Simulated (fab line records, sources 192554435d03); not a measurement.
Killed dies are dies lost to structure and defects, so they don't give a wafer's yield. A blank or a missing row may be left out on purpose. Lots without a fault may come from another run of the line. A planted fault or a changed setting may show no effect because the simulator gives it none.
fab line records | flow n5_finfet | part 2 of 2: steps 26 to 32 of 32
record lots=5 wafers=15 last_day=20
route steps=1938 shown BEOL_M12@1607
lots that met no fault: from a run of the same line without faults
start_h: hours from the record's first day to the start of the lot's first wafer shown | wait_h: hours since the lot's step before | " the same as in the row above | L1.1+2: a row that stands for several wafers | - no value, or no start given | * or withheld: withheld | < > ~ a bound
route shown NAME@n: a module of which the file shows steps, and the number in the route of the first | usual: mean/standard deviation of fault-free wafers | same: alike in all rows | chamber/n: place in a boat | sites: the reading at each site | _std_site: their standard deviation | _edge_site: outer sites' mean less inner sites' | radius_mm: how far each site lies from the wafer's centre | mask NAME#n: copy n | behind: the tool/chamber that last shaped the wafer | hold: why the lot was held/for how many hours/how that ended | device: the transistor (n, p or np) that didn't switch | end of line: the same wafers' tests at the end of the route | a step without rows: its recipe alone | killed: dies lost to structure and defects at the first sort, not the wafer's yield | map: a wafer's dies, x killed, . not, _ none there
set.NAME: the setting as run; set.NAME@STEP: as run at that earlier step | model.NAME: the simulator's own value behind a step, which no gauge read
lots at some steps of the route; a table a step, a row a wafer
services: from which hour (start_h, from the record's first day; less than 0 if before it) a tool's chamber was out of use, for how many hours, and why
## steps
# step N5_BEOL_M12_CD_MEAS_28
# recipe target_cd_nm=160.2 landing_energy_ev=500 detector=se_inlens polarity=opening
# usual cd_nm=159.7/1.1
# columns lot.wafer tool chamber start_h wait_h cd_nm
L076.1 cd_sem-02 0 293.55 - 159.6
L076.4 " 0 " " 157.9
L076.6 " 0 " " 158.7
L080.1 cd_sem-01 0 309.88 - 157.4
L080.2 " 0 " " 158.9
L080.5 " 0 " " 157.3
L088.3 cd_sem-03 0 377.86 - 158.7
L088.5 " 0 " " 162.4
L088.6 " 0 " " 160.8
L095.2 cd_sem-03 0 419.32 - 160.3
L095.3 " 0 " " 158.3
L095.6 " 0 " " 158.6
L096.2 cd_sem-01 0 438.81 - 158.8
L096.3 " 0 " " 159.5
L096.5 " 0 " " 158.3
# step N5_BEOL_M12_OVL_MEAS_29
# recipe points_per_wafer=44
# usual M12_OVL=-1/4.8
# columns lot.wafer tool chamber start_h wait_h M12_OVL[nm]
L076.1 overlay-02 0 293.58 0.0 0
L076.4 " 0 " " 10
L076.6 " 0 " " 3
L080.1 overlay-01 0 309.91 0.0 -10
L080.2 " 0 " " -7
L080.5 " 0 " " -7
L088.3 overlay-01 0 377.89 0.0 4
L088.5 " 0 " " 3
L088.6 " 0 " " -9
L095.2 overlay-02 0 419.35 0.0 -1
L095.3 " 0 " " -5
L095.6 " 0 " " 8
L096.2 overlay-01 0 438.84 0.0 1
L096.3 " 0 " " -6
L096.5 " 0 " " -1
# step N5_BEOL_M12_INSPECT_30
# recipe mode=adi inspect_instrument=macro
# usual raw_defect_count=2.2/1.5
# columns lot.wafer tool chamber start_h wait_h raw_defect_count
L076.1 defect_inspect-01 - 293.61 0.0 2
L076.4 " - " " 0
L076.6 " - " " 2
L080.1 defect_inspect-02 - 309.94 0.0 3
L080.2 " - " " 2
L080.5 " - " " 1
L088.3 defect_inspect-02 - 377.91 0.0 0
L088.5 " - " " 1
L088.6 " - " " 1
L095.2 defect_inspect-01 - 419.37 0.0 0
L095.3 " - " " 3
L095.6 " - " " 1
L096.2 defect_inspect-01 - 438.86 0.0 3
L096.3 " - " " 1
L096.5 " - " " 1
# step N5_BEOL_M12_DESCUM_33
# recipe chemistry=O2 time_s=7.9 source_power_w=50 bias_power_w=20 pressure_mtorr=20 rf_frequency_hz=2.712e+07 temp_c=40 o2_flow_sccm=225
# usual drypump_motor_current_A=5.52/0.21 oes_product_au=0.78/0.088 rf_vpp_V=243.1/1.4 showerhead_plenum_p_Torr=2.08/0.076 throttle_valve_pct=20.42/0.25
# columns lot.wafer tool chamber start_h wait_h drypump_motor_current_A oes_product_au rf_hours_counter_h rf_vpp_V showerhead_plenum_p_Torr throttle_valve_pct
L076.1 rie_diel-03 0 293.64 0.0 5.42 0.70 201 244.0 2.08 20.47
L076.4 " 0 " " 5.43 0.71 - 243.7 2.08 20.47
L076.6 " 2 " " 5.59 0.72 - 239.7 1.90 20.43
L080.1 rie_diel-03 3 310.19 0.3 5.29 0.82 88 245.0 2.12 20.75
L080.2 " 2 " " 5.59 0.71 188 240.3 1.90 20.45
L080.5 " 1 " " 5.46 0.83 - 243.5 2.11 20.03
L088.3 rie_diel-06 3 377.94 0.0 5.32 0.73 197 243.3 2.08 20.67
L088.5 " 0 " " 5.53 1.00 - 244.9 2.23 20.34
L088.6 " 3 " " 5.33 0.73 - 242.2 2.08 20.66
L095.2 rie_diel-03 1 419.72 0.3 5.47 0.79 115 244.5 2.10 20.11
L095.3 " 2 " " 5.60 0.68 227 240.1 1.89 20.50
L095.6 " 1 " " 5.47 0.79 - 243.6 2.10 20.11
L096.2 rie_diel-03 0 439.16 0.3 5.44 0.68 241 245.2 2.07 20.54
L096.3 " 2 " " 5.60 0.68 235 239.8 1.88 20.51
L096.5 " 0 " " 5.41 0.68 - 243.1 2.07 20.54
# step N5_BEOL_M12_ETCH_67
# recipe chemistry=CF4 target=SiARC target_depth_a=1430 time_s=238.3 ion_energy_ev=80 pressure_mtorr=40 source_w=545 bias_w=36 Ar_flow_sccm=100 cf4_flow_sccm=100 ends=cleared
# usual drypump_motor_current_A=5.52/0.21 etch_rf_on_time_s=239/4.2 oes_product_au=0.66/0.075 rf_vpp_V=184.0/1.2 showerhead_plenum_p_Torr=2.13/0.07 throttle_valve_pct=15.62/0.24
# columns lot.wafer tool chamber start_h wait_h drypump_motor_current_A etch_rf_on_time_s oes_product_au rf_hours_counter_h rf_vpp_V showerhead_plenum_p_Torr throttle_valve_pct
L076.1 rie_diel-03 0 293.68 0.0 5.45 243 0.60 201 184.5 2.13 15.69
L076.4 " 0 " " 5.42 242 0.60 - 184.1 2.13 15.70
L076.6 " 2 " " 5.61 241 0.61 - 183.4 1.97 15.76
L080.1 rie_diel-03 3 310.23 0.0 5.31 242 0.69 88 183.3 2.16 15.85
L080.2 " 2 " " 5.61 242 0.61 188 182.2 1.97 15.79
L080.5 " 1 " " 5.44 242 0.71 - 185.1 2.16 15.24
L088.3 rie_diel-06 3 377.98 0.0 5.36 240 0.62 197 183.5 2.13 15.83
L088.5 " 0 " " 5.53 241 0.85 - 186.0 2.28 15.42
L088.6 " 3 " " 5.34 239 0.63 - 185.0 2.13 15.82
L095.2 rie_diel-03 1 419.75 0.0 5.43 238 0.69 115 184.0 2.15 15.32
L095.3 " 2 " " 5.59 243 0.59 227 181.2 1.96 15.85
L095.6 " 1 " " 5.43 238 0.67 - 186.9 2.15 15.31
L096.2 rie_diel-03 0 439.19 0.0 5.42 242 0.58 241 181.9 2.11 15.78
L096.3 " 2 " " 5.61 243 0.58 235 180.0 1.95 15.87
L096.5 " 0 " " 5.43 244 0.58 - 183.0 2.11 15.78
# step N5_BEOL_M12_ETCH_68
# recipe chemistry=N2/H2 target=SOC mask_material=SiARC source_w=3000 bias_w=350 temp_c=40 time_s=285 ion_energy_ev=200 pressure_mtorr=30 n2_flow_sccm=200 h2_flow_sccm=200
# usual drypump_motor_current_A=5.52/0.22 oes_product_au=0.78/0.087 rf_vpp_V=523.6/2.7 showerhead_plenum_p_Torr=2.53/0.089 throttle_valve_pct=17.76/0.22
# columns lot.wafer tool chamber start_h wait_h drypump_motor_current_A oes_product_au rf_hours_counter_h rf_vpp_V showerhead_plenum_p_Torr throttle_valve_pct
L076.1 rie_diel-03 0 293.82 0.1 5.48 0.71 201 523.0 2.53 17.76
L076.4 " 0 " " 5.46 0.70 - 523.2 2.53 17.75
L076.6 " 2 " " 5.61 0.73 - 517.5 2.32 17.83
L080.1 rie_diel-03 3 310.37 0.1 5.27 0.81 88 523.7 2.56 17.98
L080.2 " 2 " " 5.60 0.72 188 517.0 2.32 17.85
L080.5 " 1 " " 5.46 0.84 - 524.2 2.56 17.46
L088.3 rie_diel-06 3 378.12 0.1 5.34 0.73 197 521.4 2.53 18.06
L088.5 " 0 " " 5.55 1.00 - 528.1 2.71 17.61
L088.6 " 3 " " 5.34 0.73 - 523.3 2.53 18.05
L095.2 rie_diel-03 1 419.90 0.1 5.48 0.80 115 524.4 2.55 17.50
L095.3 " 2 " " 5.60 0.69 227 516.0 2.31 17.92
L095.6 " 1 " " 5.46 0.79 - 524.9 2.55 17.51
L096.2 rie_diel-03 0 439.34 0.1 5.45 0.68 241 523.6 2.51 17.83
L096.3 " 2 " " 5.62 0.68 235 517.7 2.30 17.91
L096.5 " 0 " " 5.44 0.68 - 523.3 2.51 17.83
# step N5_BEOL_M12_STRIP_69
# recipe chemistry=N2/H2 temp_c=40 n2_flow_sccm=200 h2_flow_sccm=200 rf_frequency_hz=6e+07
# columns lot.wafer tool chamber start_h wait_h
L076.1+4+6 rie_diel-03 0,0,2 294.00 0.1
L080.1+2+5 rie_diel-03 3,2,1 310.55 0.1
L088.3+5+6 rie_diel-06 3,0,3 378.30 0.1
L095.2+3+6 rie_diel-03 1,2,1 420.07 0.1
L096.2+3+5 rie_diel-03 0,2,0 439.51 0.1
## services
# columns tool chamber start_h hours kind
krf_scanner-02 - 278.33 1.0 pm
rie_diel-06 2 285.04 20.5 repair
plasma_asher-02 - 288.87 28.1 pm
krf_scanner-02 - 290.76 1.3 pm
rie_diel-03 1 290.99 9.8 repair
rie_diel-05 0 297.70 19.9 repair
rie_diel-06 0 300.01 1.3 repair
rie_diel-06 3 303.75 16.3 repair
krf_scanner-01 - 310.03 1.0 pm
rie_diel-06 2 311.68 4.3 repair
rie_diel-06 - 315.30 0.9 repair
rie_diel-05 1 340.08 4.4 repair
rie_diel-05 2 342.03 3.2 repair
krf_scanner-01 - 367.23 1.3 pm
rie_diel-03 1 369.64 16.3 repair
litho_track-05 - 381.05 - consumable_replace:filter
rie_diel-05 1 387.25 21.5 repair
krf_scanner-02 - 393.68 4.0 pm
rie_diel-06 3 398.74 2.8 repair
rie_diel-03 3 417.16 6.7 repair
krf_scanner-01 - 420.47 0.8 pm
krf_scanner-01 - 425.81 4.0 pm
plasma_asher-02 - 430.23 1.6 repair
krf_scanner-02 - 436.09 0.1 repair
